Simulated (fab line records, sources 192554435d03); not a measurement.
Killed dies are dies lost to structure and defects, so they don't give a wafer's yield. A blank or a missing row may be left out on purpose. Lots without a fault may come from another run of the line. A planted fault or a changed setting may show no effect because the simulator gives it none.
fab line records | flow n5_finfet
record lots=7 wafers=39
route steps=1938 shown FIN_SAQP@130 FIN_CUT@176 DUMMY_GATE@250 SD_EPI_P@321 MOL_CONTACT_COAG@544 BEOL_M4@1111
start_h: hours from the record's first day to the start of the lot's first wafer shown | wait_h: hours since the lot's step before | " the same as in the row above | L1.1+2: a row that stands for several wafers | - no value, or no start given | * or withheld: withheld | < > ~ a bound
route shown NAME@n: a module of which the file shows steps, and the number in the route of the first | usual: mean/standard deviation of fault-free wafers | same: alike in all rows | chamber/n: place in a boat | sites: the reading at each site | _std_site: their standard deviation | _edge_site: outer sites' mean less inner sites' | radius_mm: how far each site lies from the wafer's centre | mask NAME#n: copy n | behind: the tool/chamber that last shaped the wafer | hold: why the lot was held/for how many hours/how that ended | device: the transistor (n, p or np) that didn't switch | end of line: the same wafers' tests at the end of the route | a step without rows: its recipe alone | killed: dies lost to structure and defects at the first sort, not the wafer's yield | map: a wafer's dies, x killed, . not, _ none there
set.NAME: the setting as run; set.NAME@STEP: as run at that earlier step | model.NAME: the simulator's own value behind a step, which no gauge read
lots whose settings were changed on purpose; a table a step, a row a wafer
## steps
# step N5_FIN_SAQP_ETCH_65
# recipe chemistry=CF4 target=SiO2 target_depth_a=40 ion_energy_ev=350 time_s=4.4 pressure_mtorr=10 icp_w=800 bias_w=400 cf4_flow_sccm=80
# step N5_FIN_CUT_CUT_ETCH_15
# recipe chemistry=HBr/Cl2/O2 target=Si target_depth_a=1000 bt_time_s=10 mask_material=SOC time_s=42.4 ion_energy_ev=* bias_w=* pressure_mtorr=10 icp_w=800 HBr_flow_sccm=150 Cl2_flow_sccm=80 O2_flow_sccm=12
# step N5_DUMMY_GATE_ETCH_42
# recipe chemistry=CHF3/O2 target=SiO2 target_depth_a=35 time_s=31 ion_energy_ev=30 bias_w=12 pressure_mtorr=30 source_w=600 Ar_flow_sccm=200 CHF3_flow_sccm=50 O2_flow_sccm=5
# step N5_SD_EPI_P_EPI_21
# recipe material=SiGe:B dopant=B temp_c=550 pressure_torr=20 ambient=H2 time_s=355
# step N5_MOL_CONTACT_COAG_ALD_20
# recipe material=TiN target_thk_a=15 temp_c=400 ald_precursor_family=TiCl4 ald_co_reactant=NH3 pulse_time_s=1 purge_time_s=3 co_reactant_purge_time_s=2 co_reactant_pulse_time_s=2 ald_cycles=68 pressure_torr=3
# step N5_MOL_CONTACT_COAG_ALD_27
# recipe material=SiOC target_thk_a=170 temp_c=400 ald_precursor_family=carbosiloxane ald_co_reactant=H2-plasma pulse_time_s=1.5 time_s=2720 purge_time_s=2 co_reactant_purge_time_s=2 ald_cycles=340 pressure_torr=2
# step N5_MOL_CONTACT_COAG_ETCH_124
# recipe chemistry=CH3F/O2 target=SiNx target_depth_a=65 mask_material=SOC stop_on=SiOC over_etch_frac=0.3 ion_energy_ev=120 pressure_mtorr=30 source_w=395 bias_w=73 Ar_flow_sccm=150 CH3F_flow_sccm=30 O2_flow_sccm=20 ends=end_point
# step N5_BEOL_M4_RC_MEAS_101
# usual RS_SD_P=66.0/0.93
# columns lot.wafer tool chamber start_h wait_h set.time_s@FIN_SAQP_ETCH_65 set.bias_w@FIN_CUT_CUT_ETCH_15 set.bias_w@DUMMY_GATE_ETCH_42 set.time_s@SD_EPI_P_EPI_21 set.temp_c@MOL_CONTACT_COAG_ALD_20 set.ald_cycles@MOL_CONTACT_COAG_ALD_27 set.source_w@MOL_CONTACT_COAG_ETCH_124 RS_SD_P[ohm/sq]
L074.1 prober-02 0 156.19 0.0 4.4 * 12 355 400 340 395 65.5
L074.4 " 0 " " 4.4 * 12 355 400 340 395 65.3
L074.5 " 0 " " 4.4 * 12 355 400 340 395 64.9
L076.1 prober-01 0 181.48 0.0 4.4 * 13.44 355 394.5 340 395 67.3
L076.2 " 0 " " 4.4 * 12 355 394.5 340 395 68.4
L076.3 " 0 " " 4.4 * 13.44 355 394.5 340 395 66.4
L076.4 " 0 " " 4.4 * 12 355 400 340 395 67.6
L076.5 " 0 " " 4.4 * 13.44 355 400 340 395 67.1
L076.6 " 0 " " 4.4 * 12 355 400 340 395 67.8
L077.1 prober-02 0 181.77 0.0 4.4 * 12 355 411.4 340 459.9 66.0
L077.2 " 0 " " 5.426 * 12.61 355 400 304 459.9 65.2
L077.3 " 0 " " 5.426 * 12 355 411.4 340 395 63.7
L077.4 " 0 " " 5.426 * 12.61 355 411.4 304 395 65.5
L077.5 " 0 " " 4.4 * 12 355 400 304 459.9 65.0
L077.6 " 0 " " 4.4 * 12.61 355 400 340 395 64.2
L079.1 prober-01 0 185.76 0.0 4.4 * 13.02 420 400 287 432.3 59.3
L079.2 " 0 " " 3.527 * 12 420 400 340 395 60.4
L079.3 " 0 " " 4.4 * 12 420 381.2 287 395 58.7
L079.4 " 0 " " 4.4 * 13.02 355 381.2 340 395 65.9
L079.5 " 0 " " 3.527 * 12 355 400 340 432.3 66.8
L079.6 " 0 " " 3.527 * 13.02 355 381.2 287 432.3 65.1
L081.1 prober-02 0 207.27 0.0 3.494 * 12 355 400 340 395 67.1
L081.2 " 0 " " 3.494 * 12 355 382.1 364 395 67.1
L081.3 " 0 " " 4.4 * 12 355 400 364 333 66.8
L081.4 " 0 " " 4.4 * 14.27 355 382.1 340 333 66.5
L081.5 " 0 " " 3.494 * 14.27 355 382.1 340 333 66.4
L081.6 " 0 " " 4.4 * 14.27 355 400 364 395 66.9
L088.1 prober-02 0 246.51 0.0 4.4 * 12 422.5 400 386 395 57.8
L088.2 " 0 " " 4.4 * 11.34 422.5 409.1 340 395 57.3
L088.3 " 0 " " 5.227 * 11.34 422.5 400 386 395 57.4
L088.4 " 0 " " 4.4 * 12 355 409.1 386 395 65.6
L088.5 " 0 " " 5.227 * 11.34 355 400 340 395 65.9
L088.6 " 0 " " 5.227 * 12 355 409.1 340 395 64.6
L091.1 prober-01 0 269.38 0.0 4.4 * 12 290 400 357 395 73.6
L091.2 " 0 " " 3.737 * 12 355 400 340 395 65.3
L091.3 " 0 " " 4.4 * 12 290 400 357 395 74.4
L091.4 " 0 " " 3.737 * 12 290 400 340 330.6 75.1
L091.5 " 0 " " 4.4 * 12 355 400 340 330.6 65.8
L091.6 " 0 " " 3.737 * 12 355 400 357 330.6 65.9
## key
split step=N5_FIN_SAQP_ETCH_65 setting=time_s stated_as=4.4
response none clear
split step=N5_FIN_CUT_CUT_ETCH_15 setting=bias_w stated_as=*
response none clear
split step=N5_DUMMY_GATE_ETCH_42 setting=bias_w stated_as=12
response none clear
split step=N5_SD_EPI_P_EPI_21 setting=time_s stated_as=355
response step=N5_BEOL_M4_RC_MEAS_101 reading=RS_SD_P slope=-0.419 per=1% together_with=all explained=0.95
split step=N5_MOL_CONTACT_COAG_ALD_20 setting=temp_c stated_as=400
response none clear
split step=N5_MOL_CONTACT_COAG_ALD_27 setting=ald_cycles stated_as=340
response none clear
split step=N5_MOL_CONTACT_COAG_ETCH_124 setting=source_w stated_as=395
response none clear
